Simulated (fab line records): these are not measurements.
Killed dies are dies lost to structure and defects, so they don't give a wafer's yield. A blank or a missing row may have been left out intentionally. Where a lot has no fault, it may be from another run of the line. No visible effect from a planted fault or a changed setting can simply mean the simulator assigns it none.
A struck lot beside a sound one ; flow nandHarc ; 14 out of 1302 route steps
Sound: these wafers, L957.4, L957.5, L957.6. The struck wafers were L956.3, L956.4, L956.6. Last of all comes the cause.
Order at every step that has rows: each side's tool, ch and its chambers, its first start. Under that, the readings that differ: sound wafers ; struck wafers ; difference of the means ; sigmas: that difference in standard deviations of wafers without a fault.
alike: a reading whose means differ by less than 2 such deviations, as well as words and numbers matching on both sides. not compared: withheld readings; readings where some wafer has no value; bounds like >300 that might hide an equal value; numbers whose values overlap and for which the record gives no deviation.
Wherever a step has rows on one side only, a row that says differs or no value, or a row with sigmas, the two part there. Non-overlapping numbers with no deviation appear without sigmas and do not part them. A reading missing from all wafers of one side parts the sides only when that side holds two or more wafers.

first, 1 step without rows for these wafers: NHARC_P_GATE_IMPLANT_94.
NHARC_P_GATE_STRIP_113: strips in N2/H2, time 740 s.
  sound on plasmaAsher-02 ch 0,1, day 13 22:23; struck on plasmaAsher-02 ch 0,1, day 13 11:07
  alike: drypumpMotorCurrentA, heaterPowerW
  not compared: rfHoursCounterH
NHARC_P_GATE_STRIP_95: strips in O2.
  sound on plasmaAsher-02 ch 0,1, day 13 22:53; struck on plasmaAsher-02 ch 0,1, day 13 11:37
  alike: drypumpMotorCurrentA, heaterPowerW
  not compared: rfHoursCounterH
then, 1 step without rows for these wafers: NHARC_P_GATE_STRIP_96 (strips in SPM, time 900 s).
NHARC_P_GATE_RTA_64: time 1 s.
  sound on rtpAnneal-01 ch 0, day 13 23:31; struck on rtpAnneal-01 ch 0, day 13 12:16
  alike: annealTempCMax, lampPowerPct, wafer_temp_C_max
then, 1 step without rows for these wafers: NHARC_P_GATE_ETCH_77 (etches SiO2 in dHF, target depth 6 nm).
NHARC_P_GATE_DEGAS_109: time 60 s.
  sound on pvdSputter-02 at day 13 23:46; struck on pvdSputter-01 at day 13 12:31
  alike: heaterPowerW
then, 3 steps without rows for these wafers: NHARC_P_GATE_PRE_CLEAN_110 (time 30 s); NHARC_P_GATE_SPUTTER_78 (material Ni, target thk 10 nm); NHARC_P_GATE_SPUTTER_79 (material TiN, target thk 10 nm).
NHARC_P_GATE_RTA_80: time 30 s.
  sound on rtpAnneal-02 ch 0, day 14 00:08; struck on rtpAnneal-02 ch 0, day 13 12:52
  alike: annealTempCMax, wafer_temp_C_max
then, 1 step without rows for these wafers: NHARC_P_GATE_STRIP_67 (strips in SPM, time 600 s).
NHARC_P_GATE_RTA_82: time 30 s.
  sound on rtpAnneal-01 ch 0, day 14 00:37; struck on rtpAnneal-01, day 13 13:23
  no value came back on the struck wafers for annealTempCMax, lampPowerPct (%), wafer_temp_C_max; on the sound wafers annealTempCMax reads 451.5 452.5 451.6
NHARC_P_GATE_INSPECT_68:
  sound on defectInspect-02 at day 14 00:43; struck on defectInspect-02 at day 13 13:31
  alike: rawDefectCount

## WHERE THEY PART
At NHARC_P_GATE_RTA_82 and nowhere else, as far as this record goes. Later steps at which nothing parts them and some readings are alike: NHARC_P_GATE_INSPECT_68.

WHY: what had been put in by the simulator
Step skipped in full: rtpAnneal-01, at NHARC_P_GATE_RTA_82, from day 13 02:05 onward. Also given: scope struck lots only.
